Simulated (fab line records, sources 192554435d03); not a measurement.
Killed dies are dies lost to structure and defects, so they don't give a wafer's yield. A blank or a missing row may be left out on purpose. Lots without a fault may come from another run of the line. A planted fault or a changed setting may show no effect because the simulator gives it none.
A struck lot beside a sound one | flow n5_finfet | 41 steps out of a route of 1938
Sound: wafers L670.2, L670.3, L670.4. Struck: wafer L678.6. (L678.2, L678.5 of the same lot were not struck and are left out.) The cause comes at the end.
At each step with rows: each side's tool, then ch and its chambers, then its first start. Under that, the readings that differ: sound wafers | struck wafers | difference of the means | sigmas: that difference in standard deviations of wafers without a fault.
alike: readings whose means differ by less than 2 such deviations, and words and numbers that are the same on both sides. not compared: withheld readings, readings that some wafer has no value for, bounds like >300 that may hide the same value, and numbers for which the record gives no deviation and whose values overlap.
The two part at a step that has a row with sigmas, a row that says differs or no value, or rows on one side only. Numbers that don't overlap but have no deviation are shown without sigmas and don't part them. A reading that every wafer of one side lacks parts them only if that side has two wafers or more.

first, 12 steps without rows for these wafers: N5_DUMMY_REMOVAL_PRECLEAN_04 (cleans in DHF, time 37 s); N5_DUMMY_REMOVAL_SRD_05 (time 30 s); N5_HKMG_FIN_IL_REGROW_00 (material SiO2, chemistry O3, target thk 0.75 nm, time 30 s); N5_HKMG_FIN_HK_ALD_01 (deposits HfO2, target thk 1.6 nm, pulse time 3 s, purge time 3 s); N5_HKMG_FIN_HK_ANNEAL_02 (time 30 s); N5_HKMG_FIN_ALD_74 (deposits La2O3, target thk 0.5 nm, pulse time 6 s, co reactant pulse time 1 s); N5_HKMG_FIN_ALD_75 (deposits Al2O3, target thk 1 nm, co reactant pulse time 1 s); N5_HKMG_FIN_COAT_41 (time 60 s, resist thk 300 nm); N5_HKMG_FIN_COAT_42 (time 60 s, resist thk 35 nm); N5_HKMG_FIN_COAT_43 (resist thk 90 nm); N5_HKMG_FIN_EBR_45; N5_HKMG_FIN_SOFTBAKE_44 (time 60 s).
N5_HKMG_FIN_EXPOSE_46: exposes mask NDIPOLE.
  sound on arfi_scanner-01 ch 0, day 4 22:32; struck on arfi_scanner-01 ch 0, day 7 02:49
  alike: mask
then, 2 steps without rows for these wafers: N5_HKMG_FIN_PEB_47 (peb time 60 s); N5_HKMG_FIN_DEVELOP_48 (develop time 30 s).
N5_HKMG_FIN_CD_MEAS_49: target cd 202 nm.
  sound on cd_sem-03 ch 0, day 4 22:39; struck on cd_sem-02 ch 0, day 7 02:56
  reading    | sound             | struck | difference | sigmas
  cd_nm (nm) | 202.9 201.4 202.3 | 244.7  | +42.5      | +64
then, 1 step without rows for these wafers: N5_HKMG_FIN_DESCUM_53 (chemistry O2, time 7.9 s).
N5_HKMG_FIN_ETCH_54: etches SiARC in CF4, target depth 45.5 nm, time 75.8 s.
  sound on rie_diel-05 ch 1,2,3, day 4 22:46; struck on rie_diel-06 ch 1, day 7 03:06
  reading                          | sound        | struck | difference | sigmas
  model.HKMG_FIN.cd_offset_nm (nm) | 0.8 -0.2 0.2 | 42.6   | +42.3      |
  alike: drypump_motor_current_A, etch_rf_on_time_s, mfc_ar_sccm, oes_product_au, rf_vpp_V, showerhead_plenum_p_Torr, throttle_valve_pct
  not compared: rf_hours_counter_h
then, 3 steps without rows for these wafers: N5_HKMG_FIN_ETCH_55 (etches SOC in N2/H2, target depth 240 nm, time 300 s); N5_HKMG_FIN_STRIP_56 (strips in N2/H2); N5_HKMG_FIN_STRIP_57 (strips in CF4).
N5_HKMG_FIN_ETCH_58: etches SOC in N2/H2, target depth 215.8 nm, time 741 s.
  sound on rie_diel-05 ch 1,2,3, day 4 23:02; struck on rie_diel-06 ch 1, day 7 03:22
  reading                          | sound       | struck | difference | sigmas
  model.HKMG_FIN.cd_offset_nm (nm) | -0.2 -0.6 0 | 42.2   | +42.5      |
  alike: drypump_motor_current_A, oes_product_au, rf_vpp_V, showerhead_plenum_p_Torr, throttle_valve_pct
  not compared: rf_hours_counter_h
then, 17 steps without rows for these wafers: N5_HKMG_FIN_STRIP_93 (strips SOC in N2/H2, time 20 s); N5_HKMG_FIN_WET_ETCH_76 (etches Al2O3 in dNH4OH, stops on La2O3, target depth 2.25 nm, rinse time 30 s); N5_HKMG_FIN_STRIP_60 (strips in N2/H2, time 360 s); N5_HKMG_FIN_WET_ETCH_77 (etches La2O3 in dHCl, stops on HfO2, target depth 2 nm); N5_HKMG_FIN_WET_ETCH_78 (etches Al2O3 in dNH4OH, stops on La2O3, target depth 4.5 nm, rinse time 30 s); N5_HKMG_FIN_ALD_79 (deposits TiN, target thk 1.5 nm, pulse time 1 s, purge time 3 s); N5_HKMG_FIN_CVD_62 (deposits a-Si from Si2H6, target thk 3 nm, time 20.8 s); N5_HKMG_FIN_RTA_80 (time 2 s); N5_HKMG_FIN_PRECLEAN_64 (cleans in dHF, time 30 s); N5_HKMG_FIN_WET_ETCH_65 (etches a-Si in TMAH, stops on TiN, time 49 s, target depth 3 nm); N5_HKMG_FIN_WET_ETCH_81 (etches TiN in SC1, stops on HfO2, time 57 s, target depth 6 nm); N5_HKMG_FIN_WET_ETCH_82 (etches La2O3 in dHCl, stops on HfO2, target depth 2 nm, rinse time 30 s); N5_HKMG_FIN_ALD_36 (deposits TiN, target thk 1 nm, pulse time 1 s, purge time 3 s); N5_HKMG_FIN_PWFM_ALD_03 (deposits TiN, target thk 2 nm, pulse time 1 s, purge time 3 s); N5_HKMG_FIN_COAT_29 (time 60 s, resist thk 300 nm); N5_HKMG_FIN_COAT_30 (time 60 s, resist thk 35 nm); N5_HKMG_FIN_COAT_06 (resist thk 90 nm).
N5_BEOL_M4_RC_MEAS_101:
  the record has rows for the sound wafers here (prober-01 ch 0, day 9 06:17) and none for the struck ones
-- the record jumps here: 8 days lie between the struck wafers' starts before and after (it left off in module BEOL_M4 and takes up again in module PASSIVATION, whose first step shown is number 1936 of the route) --
N5_PASSIVATION_PROBE_49:
  sound on prober-01, day 13 11:28; struck on prober-01, day 15 08:15
  reading                  | sound          | struck | difference | sigmas
  defect_limited_yield (%) | 91.1 89.4 92.9 | 11.2   | -79.9      | -53
  killed_at_front_end      | 27 39 25       | 989    | +959       | +87
  killed_dies              | 105 125 84     | 1048   | +943       | +55
  killed_on_rim            | 11 13 6        | 152    | +142       | +34
  sort_n_pass              | 1075 1055 1096 | 132    | -943       | -55
  sort_yield_pct (%)       | 91.1 89.4 92.9 | 11.2   | -79.9      | -53
  alike: killed_at_M0_to_M3, killed_at_M4_up, killed_at_contacts, killed_at_other, killed_open, killed_short, sort_bin_5_function, sort_bin_6_memory

WHERE THEY PART
First at N5_HKMG_FIN_CD_MEAS_49; last, within this record, at N5_PASSIVATION_PROBE_49.

WHY: what the simulator had put in
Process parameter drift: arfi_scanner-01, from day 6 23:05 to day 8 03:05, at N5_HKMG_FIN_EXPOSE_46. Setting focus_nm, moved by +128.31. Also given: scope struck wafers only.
